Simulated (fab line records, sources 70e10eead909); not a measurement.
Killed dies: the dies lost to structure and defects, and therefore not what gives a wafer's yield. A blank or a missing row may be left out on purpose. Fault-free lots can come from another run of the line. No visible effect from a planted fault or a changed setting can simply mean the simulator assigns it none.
Which of the tools did it?    flow nand-harc    Sampling: 6 lots, 18 wafers, 4 of 1159 route steps

== WHAT EACH GAUGE READ, for each wafer ==
NHARC_P_CONTACT_CD_MEAS_12: target cd 90 nm.
lot   measured      on         cd-nm (nm)
L285  day 5 22:23   cd-sem-02  89.2 90.3 89.5
L293  day 8 01:09   cd-sem-03  72.6 91.6 91.2
L295  day 8 18:08   cd-sem-03  70.9 70.4 90.5
L300  day 9 11:22   cd-sem-01  88.8 89.6 90.1
L301  day 10 00:17  cd-sem-03  90.4 90.6 89.9
L306  day 11 01:30  cd-sem-03  89.1 90.6 89.5

== WHAT TOOL EACH LOT RAN ON (gives the tool, then ch and the chambers of the sampled wafers, and finally the start) ==
lot   NHARC_P_GATE_STRIP_113                NHARC_P_GATE_RTA_80               NHARC_P_CONTACT_PEB_10
L285  plasma-asher-01 ch 0,1, day 5 17:50   rtp-anneal-01 ch 0, day 5 19:55   litho-track-04 ch 0, day 5 22:19
L293  plasma-asher-01 ch 0,1, day 7 20:29   rtp-anneal-01 ch 0, day 7 22:50   litho-track-06 ch 0, day 8 01:04
L295  plasma-asher-01 ch 0,1, day 8 13:46   rtp-anneal-01 ch 0, day 8 15:51   litho-track-06 ch 0, day 8 18:03
L300  plasma-asher-02 ch 0,1, day 9 07:18   rtp-anneal-02 ch 0, day 9 09:13   litho-track-01 ch 0, day 9 11:17
L301  plasma-asher-01 ch 0,1, day 9 20:22   rtp-anneal-02 ch 0, day 9 22:10   litho-track-04 ch 0, day 10 00:13
L306  plasma-asher-01 ch 0,1, day 10 21:34  rtp-anneal-02 ch 0, day 10 23:17  litho-track-01 ch 0, day 11 01:25
- NHARC_P_GATE_STRIP_113: strips in N2/H2, time 740 s.
- NHARC_P_GATE_RTA_80: time 30 s.
- NHARC_P_CONTACT_PEB_10: peb time 65 s.

== THE ANSWER, worked out from the rows above alone ==
Rule: the lots themselves supply what counts as usual. The widest of any qualifying gaps counts: lots, ordered by their means at a reading, are off when they make up no more than a third of the lots, leave a main group of 4 or more, and stand apart from it by 3 or more times the standard deviation of that group's means. A main group whose means are all the same, to the digits that the tables above print for the reading, isn't used. A lot without any number at a reading at which 4 lots or more have one is off too. Any other lot the step has rows for is counted as sound.
Off: L293, L295 (NHARC_P_CONTACT_CD_MEAS_12, cd-nm). Main group: mean 89.8 nm, sd 0.3.
A tool fits if, at a process step before that reading, it ran every lot that is off, and no sound lot after the first of them. Those tools and the gauges at NHARC_P_CONTACT_CD_MEAS_12 are tried in the same way. Undecided on this evidence; 2 tools fit (rtp-anneal-01 at NHARC_P_GATE_RTA_80, litho-track-06 at NHARC_P_CONTACT_PEB_10).

== WHAT THE SIMULATOR HAD INSERTED ==
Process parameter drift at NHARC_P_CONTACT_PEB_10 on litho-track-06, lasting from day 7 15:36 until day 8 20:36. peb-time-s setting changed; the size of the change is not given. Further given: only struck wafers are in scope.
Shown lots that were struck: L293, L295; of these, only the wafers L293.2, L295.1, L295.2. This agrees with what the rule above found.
